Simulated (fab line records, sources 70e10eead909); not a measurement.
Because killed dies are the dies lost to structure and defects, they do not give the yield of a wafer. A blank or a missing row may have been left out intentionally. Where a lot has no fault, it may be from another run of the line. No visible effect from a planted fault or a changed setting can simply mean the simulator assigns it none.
A lot that was struck, set against a sound lot ; flow nandHarc ; 15 steps out of a route of 1302
Sound: the wafers L817.1, L817.2, L817.5. Wafers struck: L832.3, L832.4, L832.6. The cause is given at the end.
Per side, at each step with rows, come the tool, then ch with its chambers, and then its first start. Under that, the readings that differ: sound wafers ; struck wafers ; difference of the means ; sigmas: that difference in standard deviations of wafers without a fault.
alike: a reading whose means differ by less than 2 such deviations, as well as words and numbers matching on both sides. not compared: withheld readings; readings where some wafer has no value; bounds like >300 that might hide an equal value; numbers whose values overlap and for which the record gives no deviation.
Wherever a step has rows on one side only, a row that says differs or no value, or a row with sigmas, the two part there. When numbers do not overlap yet have no deviation, they are printed without sigmas and do not part them. Lack of a reading on every wafer of one side parts them only where that side has two or more wafers.

first, 7 steps without rows for these wafers: NHARC_A_CONTACT_COAT_35 (time 65 s); NHARC_A_CONTACT_COAT_36 (resist thk 90 nm); NHARC_A_CONTACT_SOFTBAKE_37 (time 55 s); NHARC_A_CONTACT_EBR_38; NHARC_A_CONTACT_EXPOSE_39 (exposes mask A CC 3); NHARC_A_CONTACT_PEB_40 (peb time 65 s); NHARC_A_CONTACT_DEVELOP_41 (develop time 35 s).
NHARC_A_CONTACT_CD_MEAS_42 targets a cd of 300 nm.
  sound on cdSem-02 ch 0, day 23 05:50; struck on cdSem-01 ch 0, day 29 16:32
  alike: cdNm
NHARC_A_CONTACT_OVL_MEAS_43:
  sound: overlay-02 at day 23 05:55; struck: overlay-02 at day 29 16:37
  alike: overlayXNm, overlayYNm
NHARC_A_CONTACT_INSPECT_44:
  sound: defectInspect-02 at day 23 05:57; struck: defectInspect-01 at day 29 16:39
reading;sound;struck;difference;sigmas
rawDefectCount;131 119 109;27 34 34;-88;-3
NHARC_A_CONTACT_DESCUM_47: chemistry O2, time 3 s.
  sound on rieDiel-11 ch 0,2,3, day 23 06:01; struck on rieDiel-11 ch 2,3, day 29 16:43
  alike: drypumpMotorCurrentA, oesProductAu, rfVppV, showerheadPlenumPTorr, throttleValvePct
  not compared: rfHoursCounterH
NHARC_A_CONTACT_ETCH_48: etches the open film in CF4, target depth 39 nm, time 65 s.
  sound on rieDiel-11 ch 1,2,3, day 23 06:07; struck on rieDiel-11 ch 1,3, day 29 16:47
  alike: biasW, cf4FlowSccm, drypumpMotorCurrentA, oesProductAu, rfVppV, showerheadPlenumPTorr, throttleValvePct
  not compared: rfHoursCounterH
NHARC_A_CONTACT_ETCH_49: etches the open film in N2/H2, target depth 260 nm, time 475.3 s.
  sound on rieDiel-11 ch 0,1,2, day 23 06:16; struck on rieDiel-11 ch 0,1,3, day 29 16:57
  no value came back on the struck wafers for any of 7 readings (biasW (W), chamberPressureMTorr (mTorr) and others); on the sound wafers biasW (W) reads 150.1 149.8 150.7
  not compared: rfHoursCounterH
NHARC_A_CONTACT_ETCH_50: etches the open film in CF4/CHF3, target depth 121 nm, time 60.5 s.
  sound on rieDiel-11 ch 0,3; struck on rieDiel-11 ch 0,2,3
  alike: biasW, cf4FlowSccm, drypumpMotorCurrentA, oesProductAu, rfVppV, showerheadPlenumPTorr, throttleValvePct
  not compared: rfHoursCounterH
-- jump in the record: it breaks off in module A_CONTACT and resumes in module END (first step shown: number 1302 of the route), and 3 days separate the struck wafers' starts before and after --
NHARC_END_SORT_01:
  here the record holds rows for the struck wafers (prober-02 ch 0, day 32 22:34) but none for the sound ones

## WHERE THEY PART
At NHARC_A_CONTACT_INSPECT_44 first; at NHARC_END_SORT_01 last (within this record only).

WHY: what the simulator had put in
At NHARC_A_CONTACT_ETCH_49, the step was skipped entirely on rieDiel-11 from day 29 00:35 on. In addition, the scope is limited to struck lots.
